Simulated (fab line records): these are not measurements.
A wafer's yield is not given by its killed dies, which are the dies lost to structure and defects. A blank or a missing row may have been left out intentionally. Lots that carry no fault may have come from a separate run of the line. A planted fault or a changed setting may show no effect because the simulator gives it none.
Matching of chambers -- flow n5_finfet -- N5_BEOL_M4_ETCH_70 on rie_diel-05 has 4 sister chambers
The step etches SOC in N2/H2, target depth 80 nm, overetch 24 nm, time 130 s. 20 wafers are shown with their chamber, then 10 later ones without.

WAFERS WITH THEIR CHAMBER
wafer,chamber,drypump_motor_current_A (A),throttle_valve_pct (%),oes_product_au (a.u.)
L076.1,1,5.3,18.31,0.50
L076.3,2,5.3,17.36,0.65
L076.5,1,5.4,18.31,0.50
L077.1,3,6.4,17.67,0.68
L077.3,0,4.8,18.07,0.50
L077.6,3,6.3,17.67,0.68
L079.1,3,6.3,17.71,0.68
L079.3,2,5.3,17.41,0.62
L079.6,3,6.3,17.70,0.67
L084.2,1,5.3,17.92,0.67
L084.3,2,5.3,17.43,0.61
L084.5,0,4.8,17.72,0.72
L083.2,0,4.8,17.71,0.72
L083.4,3,6.3,17.72,0.66
L083.5,0,4.8,17.72,0.71
L086.1,1,5.3,17.92,0.67
L086.3,2,5.3,17.43,0.61
L086.4,0,4.8,17.71,0.71
L087.1,0,4.8,17.71,0.71
L087.3,2,5.3,17.44,0.62

SIGNATURES (means of the wafers above)
reading,chamber 0,chamber 1,chamber 2,chamber 3,scatter within a chamber
drypump_motor_current_A,4.800,5.325,5.300,6.320,0.0311
throttle_valve_pct,17.7733,18.1150,17.4140,17.6940,0.128
oes_product_au,0.6783,0.5850,0.6220,0.6740,0.0655
Rule: for a wafer and a chamber, the distance is found by dividing, reading by reading, the gap between the wafer's reading and the chamber's mean by the reading's scatter, squaring, summing and taking the root. If the next closest chamber is less than 2 further off than the closest, the wafer can't be placed; otherwise it belongs to the closest. The scatter: take each reading less its chamber's mean, square it, sum over the shown wafers, divide by the number of wafers less the number of chambers, and take the root.

WAFERS WHOSE CHAMBER IS MISSING
wafer,drypump_motor_current_A (A),throttle_valve_pct (%),oes_product_au (a.u.)
L087.6,4.8,17.70,0.70
L089.4,5.3,17.93,0.66
L089.5,5.3,17.44,0.60
L089.6,4.8,17.72,0.70
L091.2,5.3,17.45,0.61
L091.3,4.8,17.74,0.69
L091.4,4.8,17.74,0.69
L093.2,5.3,17.99,0.65
L093.4,5.3,17.45,0.60
L093.5,4.8,17.75,0.67

WHICH CHAMBER EACH WENT THROUGH
wafer,from the rows above,in truth
L087.6,0,0
L089.4,1,1
L089.5,2,2
L089.6,0,0
L091.2,2,2
L091.3,0,0
L091.4,0,0
L093.2,1,1
L093.4,2,2
L093.5,0,0
10 of 10 placed correctly. From these rows, 0 cannot be placed. 0 placed wrongly.
